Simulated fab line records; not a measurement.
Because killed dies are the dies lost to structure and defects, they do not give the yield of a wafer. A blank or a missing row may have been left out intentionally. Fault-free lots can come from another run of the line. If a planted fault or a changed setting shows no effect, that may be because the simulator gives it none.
fab line records || flow n5_finfet || part 2 of 2: steps 43 to 44 of 44
[record] {"lots": 5, "wafers": 14, "last_day": 15}
route steps=1938 shown PMOS_HMC_CHANNEL_EPI@86 FIN_SAQP@90 BEOL_M4@1111 PASSIVATION@1936
lots untouched by any fault: they come from a run of this same line in which no faults occurred
start_h: hours from the record's first day to the start of the lot's first wafer shown || wait_h: hours since the lot's step before || " unchanged from the row above || L1.1+2: a row that stands for several wafers || - value missing, or start not given || * or withheld: withheld || < > ~ a bound
route shown NAME@n: NAME is a module with steps in the file, n the number in the route of the first one || usual: mean/standard deviation of fault-free wafers || same: alike in all rows || chamber/n: place in a boat || sites: the reading at each site || _std_site: the standard deviation of these || _edge_site: the outer-site mean with the inner-site mean subtracted || radius_mm: for every site, how far away it sits from the centre of the wafer || mask NAME#n: copy n || behind: the most recent tool/chamber to have shaped the wafer || hold: why the lot went on hold/how many hours it stayed there/how the hold came to an end || device: whichever transistor did not switch (one of n, p or np) || end of line: the route-end tests of the same wafers || a step given without rows: its recipe and nothing more || killed: at the first sort, the dies lost to defects and structure; wafer yield is something else || map: per-die view of a wafer (x killed, . not killed, _ where there is no die)
set.NAME: the run value of the setting; set.NAME@STEP: its run value at that earlier step || model.NAME: the simulator's own value behind a step, which no gauge read
lots at selected steps of the route; one table per step, one row per wafer
services: when a tool's chamber went out of use (start_h, in hours from the record's first day, below 0 if earlier), for how many hours, and the reason
[[steps]]
[step N5_BEOL_M4_RC_MEAS_101]
[usual] {"DIBL_N": "37.0/1.7", "DIBL_P": "36.7/2", "IOFF_N": "0.17/0.035", "IOFF_P": "0.22/0.035", "ION_N": "672/12", "ION_P": "461/7.5", "SS_N": "71.6/0.67", "SS_P": "73.4/0.64", "VT_N": "250/3.5", "VT_P": "-250/3.5"}
{"lot.wafer": "L254.3", "tool": "prober-02", "chamber": 0, "start_h": 187.62, "wait_h": 0.3, "DIBL_N[mV/V]": 37.1, "DIBL_P[mV/V]": 37.4, "IOFF_N[nA/um]": 0.18, "IOFF_P[nA/um]": 0.26, "ION_N[uA/um]": 689, "ION_P[uA/um]": 474, "SS_N[mV/dec]": 70.9, "SS_P[mV/dec]": 73.6, "VT_N[mV]": 247, "VT_P[mV]": -248}
{"lot.wafer": "L254.4", "tool": "prober-02", "chamber": 0, "start_h": 187.62, "wait_h": 0.3, "DIBL_N[mV/V]": 34.3, "DIBL_P[mV/V]": 33.4, "IOFF_N[nA/um]": 0.13, "IOFF_P[nA/um]": 0.19, "ION_N[uA/um]": 655, "ION_P[uA/um]": 455, "SS_N[mV/dec]": 71.2, "SS_P[mV/dec]": 72.7, "VT_N[mV]": 250, "VT_P[mV]": -252}
{"lot.wafer": "L254.5", "tool": "prober-02", "chamber": 0, "start_h": 187.62, "wait_h": 0.3, "DIBL_N[mV/V]": 36.9, "DIBL_P[mV/V]": 37.0, "IOFF_N[nA/um]": 0.18, "IOFF_P[nA/um]": 0.26, "ION_N[uA/um]": 674, "ION_P[uA/um]": 463, "SS_N[mV/dec]": 72.4, "SS_P[mV/dec]": 74.1, "VT_N[mV]": 247, "VT_P[mV]": -245}
{"lot.wafer": "L260.2", "tool": "prober-01", "chamber": 0, "start_h": 219.60, "wait_h": 0.2, "DIBL_N[mV/V]": 36.3, "DIBL_P[mV/V]": 36.8, "IOFF_N[nA/um]": 0.15, "IOFF_P[nA/um]": 0.20, "ION_N[uA/um]": 679, "ION_P[uA/um]": 467, "SS_N[mV/dec]": 71.2, "SS_P[mV/dec]": 73.0, "VT_N[mV]": 252, "VT_P[mV]": -254}
{"lot.wafer": "L260.5", "tool": "prober-01", "chamber": 0, "start_h": 219.60, "wait_h": 0.2, "DIBL_N[mV/V]": 37.4, "DIBL_P[mV/V]": 37.9, "IOFF_N[nA/um]": 0.17, "IOFF_P[nA/um]": 0.22, "ION_N[uA/um]": 675, "ION_P[uA/um]": 460, "SS_N[mV/dec]": 72.6, "SS_P[mV/dec]": 74.0, "VT_N[mV]": 250, "VT_P[mV]": -252}
{"lot.wafer": "L260.6", "tool": "prober-01", "chamber": 0, "start_h": 219.60, "wait_h": 0.2, "DIBL_N[mV/V]": 38.9, "DIBL_P[mV/V]": 38.5, "IOFF_N[nA/um]": 0.20, "IOFF_P[nA/um]": 0.22, "ION_N[uA/um]": 676, "ION_P[uA/um]": 459, "SS_N[mV/dec]": 72.7, "SS_P[mV/dec]": 73.7, "VT_N[mV]": 248, "VT_P[mV]": -251}
{"lot.wafer": "L261.2", "tool": "prober-02", "chamber": 0, "start_h": 227.12, "wait_h": 0.2, "DIBL_N[mV/V]": 34.6, "DIBL_P[mV/V]": 34.7, "IOFF_N[nA/um]": 0.13, "IOFF_P[nA/um]": 0.17, "ION_N[uA/um]": 674, "ION_P[uA/um]": 457, "SS_N[mV/dec]": 70.9, "SS_P[mV/dec]": 72.6, "VT_N[mV]": 254, "VT_P[mV]": -256}
{"lot.wafer": "L261.4", "tool": "prober-02", "chamber": 0, "start_h": 227.12, "wait_h": 0.2, "DIBL_N[mV/V]": 35.8, "DIBL_P[mV/V]": 36.6, "IOFF_N[nA/um]": 0.15, "IOFF_P[nA/um]": 0.20, "ION_N[uA/um]": 667, "ION_P[uA/um]": 457, "SS_N[mV/dec]": 71.6, "SS_P[mV/dec]": 73.4, "VT_N[mV]": 254, "VT_P[mV]": -252}
{"lot.wafer": "L261.5", "tool": "prober-02", "chamber": 0, "start_h": 227.12, "wait_h": 0.2, "DIBL_N[mV/V]": 37.8, "DIBL_P[mV/V]": 39.5, "IOFF_N[nA/um]": 0.19, "IOFF_P[nA/um]": 0.24, "ION_N[uA/um]": 686, "ION_P[uA/um]": 469, "SS_N[mV/dec]": 71.2, "SS_P[mV/dec]": 74.7, "VT_N[mV]": 252, "VT_P[mV]": -250}
{"lot.wafer": "L262.2", "tool": "prober-01", "chamber": 0, "start_h": 237.56, "wait_h": 0.2, "DIBL_N[mV/V]": 37.8, "DIBL_P[mV/V]": 37.0, "IOFF_N[nA/um]": 0.19, "IOFF_P[nA/um]": 0.27, "ION_N[uA/um]": 684, "ION_P[uA/um]": 471, "SS_N[mV/dec]": 71.0, "SS_P[mV/dec]": 73.5, "VT_N[mV]": 246, "VT_P[mV]": -244}
{"lot.wafer": "L262.3", "tool": "prober-01", "chamber": 0, "start_h": 237.56, "wait_h": 0.2, "DIBL_N[mV/V]": 39.2, "DIBL_P[mV/V]": 37.5, "IOFF_N[nA/um]": 0.21, "IOFF_P[nA/um]": 0.27, "ION_N[uA/um]": 680, "ION_P[uA/um]": 464, "SS_N[mV/dec]": 71.5, "SS_P[mV/dec]": 73.8, "VT_N[mV]": 245, "VT_P[mV]": -245}
{"lot.wafer": "L262.6", "tool": "prober-01", "chamber": 0, "start_h": 237.56, "wait_h": 0.2, "DIBL_N[mV/V]": 36.8, "DIBL_P[mV/V]": 36.7, "IOFF_N[nA/um]": 0.18, "IOFF_P[nA/um]": 0.27, "ION_N[uA/um]": 685, "ION_P[uA/um]": 476, "SS_N[mV/dec]": 71.0, "SS_P[mV/dec]": 73.5, "VT_N[mV]": 246, "VT_P[mV]": -244}
{"lot.wafer": "L266.1", "tool": "prober-02", "chamber": 0, "start_h": 249.90, "wait_h": 0.0, "DIBL_N[mV/V]": 36.6, "DIBL_P[mV/V]": 37.1, "IOFF_N[nA/um]": 0.16, "IOFF_P[nA/um]": 0.24, "ION_N[uA/um]": 677, "ION_P[uA/um]": 475, "SS_N[mV/dec]": 71.6, "SS_P[mV/dec]": 73.8, "VT_N[mV]": 249, "VT_P[mV]": -249}
{"lot.wafer": "L266.5", "tool": "prober-02", "chamber": 0, "start_h": 249.90, "wait_h": 0.0, "DIBL_N[mV/V]": 36.8, "DIBL_P[mV/V]": 37.0, "IOFF_N[nA/um]": 0.16, "IOFF_P[nA/um]": 0.22, "ION_N[uA/um]": 665, "ION_P[uA/um]": 460, "SS_N[mV/dec]": 71.4, "SS_P[mV/dec]": 73.8, "VT_N[mV]": 251, "VT_P[mV]": -250}
[step N5_PASSIVATION_PROBE_49]
[usual] {"defect_limited_yield": "91.1/1.3", "killed_at_M0_to_M3": "35/11", "killed_at_M4_up": "13/5.4", "killed_at_contacts": "14/6.5", "killed_at_front_end": "41/11", "killed_at_other": "4/3.1", "killed_dies": "106/15", "killed_open": "69/12", "killed_short": "35/7", "sort_bin_5_function": "5.2/0.86", "sort_bin_6_memory": "3.4/0.64", "sort_n_pass": "1074/15", "sort_yield_pct": "91.0/1.3"}
[same] {"gross_dies": 1180, "killed_at_back_side": 0, "sort_bin_4_leakage[%]": 0, "sort_bin_8_speed[%]": 0}
{"lot.wafer": "L254.3", "tool": "prober-01", "chamber": "-", "start_h": 291.56, "wait_h": 0.1, "defect_limited_yield[%]": 91.4, "killed_at_M0_to_M3": 21, "killed_at_M4_up": 13, "killed_at_contacts": 10, "killed_at_front_end": 53, "killed_at_other": 5, "killed_dies": 102, "killed_open": 65, "killed_short": 35, "sort_bin_5_function[%]": 5.3, "sort_bin_6_memory[%]": 3.0, "sort_n_pass": 1078, "sort_yield_pct[%]": 91.4}
{"lot.wafer": "L254.4", "tool": "prober-01", "chamber": "-", "start_h": 291.61, "wait_h": 0.2, "defect_limited_yield[%]": 93.1, "killed_at_M0_to_M3": 21, "killed_at_M4_up": 12, "killed_at_contacts": 3, "killed_at_front_end": 44, "killed_at_other": 2, "killed_dies": 82, "killed_open": 51, "killed_short": 28, "sort_bin_5_function[%]": 3.6, "sort_bin_6_memory[%]": 2.9, "sort_n_pass": 1098, "sort_yield_pct[%]": 93.1}
{"lot.wafer": "L254.5", "tool": "prober-01", "chamber": "-", "start_h": 291.66, "wait_h": 0.2, "defect_limited_yield[%]": 90.8, "killed_at_M0_to_M3": 23, "killed_at_M4_up": 11, "killed_at_contacts": 10, "killed_at_front_end": 61, "killed_at_other": 3, "killed_dies": 108, "killed_open": 72, "killed_short": 34, "sort_bin_5_function[%]": 5.4, "sort_bin_6_memory[%]": 3.6, "sort_n_pass": 1072, "sort_yield_pct[%]": 90.8}
{"lot.wafer": "L260.2", "tool": "prober-01", "chamber": "-", "start_h": 316.00, "wait_h": 0.1, "defect_limited_yield[%]": 92.8, "killed_at_M0_to_M3": 31, "killed_at_M4_up": 9, "killed_at_contacts": 14, "killed_at_front_end": 28, "killed_at_other": 3, "killed_dies": 85, "killed_open": 60, "killed_short": 25, "sort_bin_5_function[%]": 3.7, "sort_bin_6_memory[%]": 3.3, "sort_n_pass": 1095, "sort_yield_pct[%]": 92.8}
{"lot.wafer": "L260.5", "tool": "prober-01", "chamber": "-", "start_h": 316.15, "wait_h": 0.2, "defect_limited_yield[%]": 91.4, "killed_at_M0_to_M3": 12, "killed_at_M4_up": 8, "killed_at_contacts": 20, "killed_at_front_end": 51, "killed_at_other": 11, "killed_dies": 102, "killed_open": 76, "killed_short": 26, "sort_bin_5_function[%]": 5.9, "sort_bin_6_memory[%]": 2.7, "sort_n_pass": 1078, "sort_yield_pct[%]": 91.4}
{"lot.wafer": "L260.6", "tool": "prober-01", "chamber": "-", "start_h": 316.20, "wait_h": 0.3, "defect_limited_yield[%]": 93.6, "killed_at_M0_to_M3": 8, "killed_at_M4_up": 14, "killed_at_contacts": 11, "killed_at_front_end": 34, "killed_at_other": 8, "killed_dies": 75, "killed_open": 54, "killed_short": 19, "sort_bin_5_function[%]": 4.4, "sort_bin_6_memory[%]": 1.7, "sort_n_pass": 1105, "sort_yield_pct[%]": 93.6}
{"lot.wafer": "L262.2", "tool": "prober-02", "chamber": "-", "start_h": 324.67, "wait_h": 0.1, "defect_limited_yield[%]": 92.0, "killed_at_M0_to_M3": 22, "killed_at_M4_up": 3, "killed_at_contacts": 13, "killed_at_front_end": 48, "killed_at_other": 8, "killed_dies": 94, "killed_open": 57, "killed_short": 33, "sort_bin_5_function[%]": 3.6, "sort_bin_6_memory[%]": 3.9, "sort_n_pass": 1086, "sort_yield_pct[%]": 92.0}
{"lot.wafer": "L262.3", "tool": "prober-02", "chamber": "-", "start_h": 324.72, "wait_h": 0.1, "defect_limited_yield[%]": 90.2, "killed_at_M0_to_M3": 25, "killed_at_M4_up": 10, "killed_at_contacts": 24, "killed_at_front_end": 51, "killed_at_other": 6, "killed_dies": 116, "killed_open": 75, "killed_short": 38, "sort_bin_5_function[%]": 6.0, "sort_bin_6_memory[%]": 3.6, "sort_n_pass": 1064, "sort_yield_pct[%]": 90.2}
{"lot.wafer": "L262.6", "tool": "prober-02", "chamber": "-", "start_h": 324.87, "wait_h": 0.3, "defect_limited_yield[%]": 90.8, "killed_at_M0_to_M3": 46, "killed_at_M4_up": 13, "killed_at_contacts": 13, "killed_at_front_end": 36, "killed_at_other": 1, "killed_dies": 109, "killed_open": 65, "killed_short": 40, "sort_bin_5_function[%]": 5.7, "sort_bin_6_memory[%]": 3.3, "sort_n_pass": 1071, "sort_yield_pct[%]": 90.8}
{"lot.wafer": "L266.1", "tool": "prober-01", "chamber": "-", "start_h": 348.75, "wait_h": 0.0, "defect_limited_yield[%]": 90.3, "killed_at_M0_to_M3": 53, "killed_at_M4_up": 2, "killed_at_contacts": 14, "killed_at_front_end": 41, "killed_at_other": 4, "killed_dies": 114, "killed_open": 74, "killed_short": 36, "sort_bin_5_function[%]": 5.8, "sort_bin_6_memory[%]": 3.6, "sort_n_pass": 1066, "sort_yield_pct[%]": 90.3}
{"lot.wafer": "L266.5", "tool": "prober-01", "chamber": "-", "start_h": 348.95, "wait_h": 0.2, "defect_limited_yield[%]": 87.4, "killed_at_M0_to_M3": 73, "killed_at_M4_up": 8, "killed_at_contacts": 19, "killed_at_front_end": 47, "killed_at_other": 2, "killed_dies": 149, "killed_open": 91, "killed_short": 58, "sort_bin_5_function[%]": 7.5, "sort_bin_6_memory[%]": 4.5, "sort_n_pass": 1031, "sort_yield_pct[%]": 87.4}
// killed by level:class
L254.3 STI_FIN_REVEAL:geometric_particle:open=12 FIN_SAQP:geometric_particle:open=8 GATE_CUT:geometric_particle:open=8 FIN_SAQP:geometric_particle:short=7 MOL_CONTACT_COAG:geometric_particle:open=7 BEOL_M4:geometric_particle:open=7 GATE_CUT:geometric_particle:short=5 DUMMY_GATE:geometric_particle:open=3
L254.4 DUMMY_GATE:geometric_particle:open=10 FIN_SAQP:geometric_particle:short=8 BEOL_M2:geometric_particle:open=7 BEOL_M1:geometric_particle:open=5 STARTING-WAFER:geometric_particle:short=5 ILD0:geometric_particle:open=4 STI_FIN_REVEAL:geometric_particle:open=3 ILD0:geometric_particle:short=3
L254.5 FIN_SAQP:geometric_particle:short=16 STI_FIN_REVEAL:geometric_particle:open=11 DUMMY_GATE:geometric_particle:open=9 BEOL_M4:geometric_particle:open=8 MOL_CONTACT_COAG:geometric_particle:open=7 FIN_SAQP:geometric_particle:open=6 GATE_CUT:geometric_particle:short=6 BEOL_M0_SAQP:geometric_particle:open=6
L260.2 BEOL_M3:geometric_particle:open=13 MOL_CONTACT_COAG:geometric_particle:open=10 FIN_SAQP:geometric_particle:open=9 BEOL_M0_SAQP:geometric_particle:short=7 DUMMY_GATE:geometric_particle:open=5 MOL_CONTACT_COAG:geometric_particle:short=4 STI_FIN_REVEAL:geometric_particle:open=3 BEOL_M1:geometric_particle:open=3
L260.5 MOL_CONTACT_COAG:geometric_particle:open=16 STI_FIN_REVEAL:geometric_particle:open=15 FIN_SAQP:geometric_particle:open=12 BEOL_M3:geometric_particle:open=6 STI_FIN_REVEAL:geometric_particle:short=5 MOL_CONTACT_COAG:geometric_particle:short=4 STARTING-WAFER:geometric_particle:short=4 BEOL_M8:geometric_particle:open=4
L260.6 FIN_SAQP:geometric_particle:open=6 STI_FIN_REVEAL:geometric_particle:open=6 MOL_CONTACT_COAG:geometric_particle:open=6 GATE_CUT:geometric_particle:short=4 MOL_CONTACT_COAG:geometric_particle:short=4 BEOL_M7:geometric_particle:open=4 BEOL_M8:geometric_particle:open=4 PAD_METAL:geometric_particle:short=4
L262.2 MOL_CONTACT_COAG:geometric_particle:open=11 FIN_SAQP:geometric_particle:short=10 STI_FIN_REVEAL:geometric_particle:open=9 FIN_SAQP:geometric_particle:open=7 BEOL_M0_SAQP:geometric_particle:open=6 GATE_CUT:geometric_particle:open=5 STARTING-WAFER:geometric_particle:short=5 GATE_CUT:geometric_particle:short=4
L262.3 MOL_CONTACT_COAG:geometric_particle:open=15 STI_FIN_REVEAL:geometric_particle:open=11 FIN_SAQP:geometric_particle:open=8 MOL_CONTACT_COAG:geometric_particle:short=8 GATE_CUT:geometric_particle:open=7 BEOL_M0_SAQP:geometric_particle:short=7 BEOL_M4:geometric_particle:open=5 STI_FIN_REVEAL:geometric_particle:short=4
L262.6 BEOL_M0_SAQP:geometric_particle:short=15 STI_FIN_REVEAL:geometric_particle:open=11 MOL_CONTACT_COAG:geometric_particle:open=9 FIN_SAQP:geometric_particle:short=6 BEOL_M0_SAQP:geometric_particle:open=6 BEOL_M3:geometric_particle:open=6 GATE_CUT:geometric_particle:open=5 BEOL_M1:geometric_particle:open=5
L266.1 STI_FIN_REVEAL:geometric_particle:open=18 BEOL_M0_SAQP:geometric_particle:short=13 MOL_CONTACT_COAG:geometric_particle:open=12 BEOL_M0_SAQP:geometric_particle:open=10 BEOL_M1:geometric_particle:open=9 DUMMY_GATE:geometric_particle:open=6 BEOL_M2:geometric_particle:open=5 BEOL_M3:geometric_particle:open=5
L266.5 BEOL_M1:geometric_particle:short=19 BEOL_M1:geometric_particle:open=18 STI_FIN_REVEAL:geometric_particle:open=16 MOL_CONTACT_COAG:geometric_particle:open=15 BEOL_M0_SAQP:geometric_particle:open=10 BEOL_M0_SAQP:geometric_particle:short=9 FIN_SAQP:geometric_particle:short=8 BEOL_M3:geometric_particle:open=6
[[services]]
{"tool": "pecvd-01", "chamber": 2, "start_h": 21.12, "hours": "-", "kind": "clean"}
{"tool": "pecvd-01", "chamber": 2, "start_h": 21.12, "hours": "-", "kind": "consumable_replace:showerhead"}
{"tool": "pecvd-01", "chamber": 2, "start_h": 21.12, "hours": 29.0, "kind": "scheduled_down"}
{"tool": "pecvd-01", "chamber": 2, "start_h": 21.12, "hours": 29.0, "kind": "vent_cycle"}
{"tool": "rie_diel-05", "chamber": 3, "start_h": 32.21, "hours": 6.5, "kind": "repair"}
{"tool": "pecvd-03", "chamber": 0, "start_h": 39.98, "hours": 23.0, "kind": "repair"}
{"tool": "rie_diel-03", "chamber": 0, "start_h": 53.15, "hours": "-", "kind": "clean"}
{"tool": "rie_diel-03", "chamber": 0, "start_h": 53.15, "hours": "-", "kind": "consumable_replace:focus_ring"}
{"tool": "rie_diel-03", "chamber": 0, "start_h": 53.15, "hours": "-", "kind": "consumable_replace:showerhead"}
{"tool": "rie_diel-03", "chamber": 0, "start_h": 53.15, "hours": 18.8, "kind": "scheduled_down"}
{"tool": "rie_diel-03", "chamber": 0, "start_h": 53.15, "hours": 18.8, "kind": "vent_cycle"}
{"tool": "pecvd-01", "chamber": "-", "start_h": 59.17, "hours": 0.5, "kind": "repair"}
{"tool": "rie_diel-01", "chamber": "-", "start_h": 70.05, "hours": 2.8, "kind": "pm"}
{"tool": "rie_diel-03", "chamber": 1, "start_h": 72.51, "hours": "-", "kind": "clean"}
{"tool": "rie_diel-03", "chamber": 1, "start_h": 72.51, "hours": "-", "kind": "consumable_replace:focus_ring"}
{"tool": "rie_diel-03", "chamber": 1, "start_h": 72.51, "hours": 12.8, "kind": "scheduled_down"}
{"tool": "rie_diel-03", "chamber": 1, "start_h": 72.51, "hours": 12.8, "kind": "vent_cycle"}
{"tool": "pecvd-01", "chamber": "-", "start_h": 85.10, "hours": 0.6, "kind": "repair"}
{"tool": "pecvd-01", "chamber": 2, "start_h": 87.50, "hours": 3.9, "kind": "repair"}
{"tool": "rie_diel-05", "chamber": 1, "start_h": 96.03, "hours": 9.1, "kind": "repair"}
{"tool": "pecvd-04", "chamber": 1, "start_h": 102.09, "hours": 4.7, "kind": "repair"}
{"tool": "pecvd-04", "chamber": 2, "start_h": 102.25, "hours": 2.1, "kind": "scheduled_down"}
{"tool": "rie_diel-01", "chamber": 2, "start_h": 108.98, "hours": 7.7, "kind": "repair"}
